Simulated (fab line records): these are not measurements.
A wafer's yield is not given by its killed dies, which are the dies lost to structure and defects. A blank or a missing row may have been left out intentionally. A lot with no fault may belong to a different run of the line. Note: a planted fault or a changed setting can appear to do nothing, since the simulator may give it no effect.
Split-lot trial + flow n5_finfet + 21 wafers read across 7 lots, on a route 1938 steps long

THE SPLIT ITSELF
At N5_HKMG_FIN_EXPOSE_09 (exposes mask NWFM), the setting dose_mj was moved away from the recipe's 39.25 on 5 of the 21 wafers read, by -6.8% to +6.5%. For the rest of the wafers, this setting stayed at what the recipe calls for.

FROM THE SPLIT TO THE READING: what the file shows between them, 2 steps
- N5_HKMG_FIN_PEB_10: peb time 60 s
- N5_HKMG_FIN_DEVELOP_11: develop time 30 s

THE READING
cd_nm (nm) at N5_HKMG_FIN_CD_MEAS_12, where the cd target is 92.8 nm. Typical for fault-free wafers on this fab line: 92.9 nm, with standard deviation 0.6 nm.

| wafer  | tool, chamber at the split | dose_mj as run | against the recipe | cd_nm, nm | against lot-mates on the recipe |
|--------|----------------------------|----------------|--------------------|-----------|---------------------------------|
| L081.1 | arfi_scanner-03, 0         | 41.8           | +6.5%              | 97.5      | +5.0                            |
| L081.2 | arfi_scanner-03, 0         | 39.25          | recipe             | 92.5      | -                               |
| L081.3 | arfi_scanner-03, 0         | 41.8           | +6.5%              | 97.6      | +5.1                            |
| L082.2 | arfi_scanner-03, 0         | 39.25          | recipe             | 93.2      | -                               |
| L082.4 | arfi_scanner-03, 0         | 39.25          | recipe             | 93.6      | -                               |
| L082.6 | arfi_scanner-03, 0         | 39.25          | recipe             | 93.3      | -                               |
| L083.2 | arfi_scanner-02, 0         | 39.25          | recipe             | 93.1      | -                               |
| L083.3 | arfi_scanner-02, 0         | 36.57          | -6.8%              | 87.9      | -4.8                            |
| L083.6 | arfi_scanner-02, 0         | 39.25          | recipe             | 92.2      | -                               |
| L085.1 | arfi_scanner-02, 0         | 39.25          | recipe             | 93.6      | -                               |
| L085.2 | arfi_scanner-02, 0         | 39.25          | recipe             | 93.1      | -                               |
| L085.5 | arfi_scanner-02, 0         | 39.25          | recipe             | 93.6      | -                               |
| L087.3 | arfi_scanner-03, 0         | 39.25          | recipe             | 93.2      | -                               |
| L087.4 | arfi_scanner-03, 0         | 39.25          | recipe             | 92.7      | -                               |
| L087.5 | arfi_scanner-03, 0         | 39.25          | recipe             | 92.7      | -                               |
| L091.1 | arfi_scanner-01, 0         | 39.25          | recipe             | 92.8      | -                               |
| L091.2 | arfi_scanner-01, 0         | 39.25          | recipe             | 92.9      | -                               |
| L091.6 | arfi_scanner-01, 0         | 39.25          | recipe             | 93.2      | -                               |
| L093.3 | arfi_scanner-03, 0         | 40.03          | +2.0%              | 95.0      | +2.1                            |
| L093.4 | arfi_scanner-03, 0         | 40.03          | +2.0%              | 95.2      | +2.3                            |
| L093.5 | arfi_scanner-03, 0         | 39.25          | recipe             | 92.9      | -                               |

THE FIT
A straight line over all 21 wafers: cd_nm changes by +0.731 nm for each +1% of dose_mj; r = +0.98; the points scatter about the line by 0.42 nm.
The same after taking each lot's own level away (the mean of its wafers on the recipe; 21 wafers): +0.762 nm for each +1%; r = +0.99; scatter 0.32 nm.
Per that fit: largest dose_mj move, reading shift of 5.2 nm.
Measured against the standard deviation above, the lots' own levels, which go from 92.50 to 93.43 nm, span 1.6 times it.
So the lot-to-lot level changes the slope little: the two slopes agree.
Check: for one of the wafers moved furthest among these (-6.8%), held out of the fit, the line's prediction against its lot-mates is -5.39 nm. It came out at -4.75 nm against them.

OTHER SPLITS APPLIED TO THESE WAFERS
Before the reading, these wafers also passed through other splits. Each is held against what the fit with the lots' levels taken away leaves over:
| other split on the same wafers  | wafers away from the commonest value | r with cd_nm (lot level and that fit taken away) |
|---------------------------------|--------------------------------------|--------------------------------------------------|
| N5_ZERO_LAYER_EXPOSE_08 dose_mj | 9                                    | +0.09                                            |
| N5_WELL_APT_PEB_23 peb_time_s   | 6                                    | -0.28                                            |
| N5_FIN_SAQP_EXPOSE_13 dose_mj   | 7                                    | +0.26                                            |
| N5_DUMMY_GATE_COAT_28 spin_rpm  | 5                                    | +0.35                                            |
| N5_SD_EPI_N_EPI_21 temp_c       | 8                                    | +0.23                                            |
| N5_SD_EPI_P_COAT_34 spin_rpm    | 5                                    | +0.24                                            |
| N5_SD_ACTIVATION_LSA_01 temp_c  | 5                                    | +0.01                                            |

FILE'S OWN FIT
cd_nm changes by +0.746 nm for each +1% of dose_mj, r = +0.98.
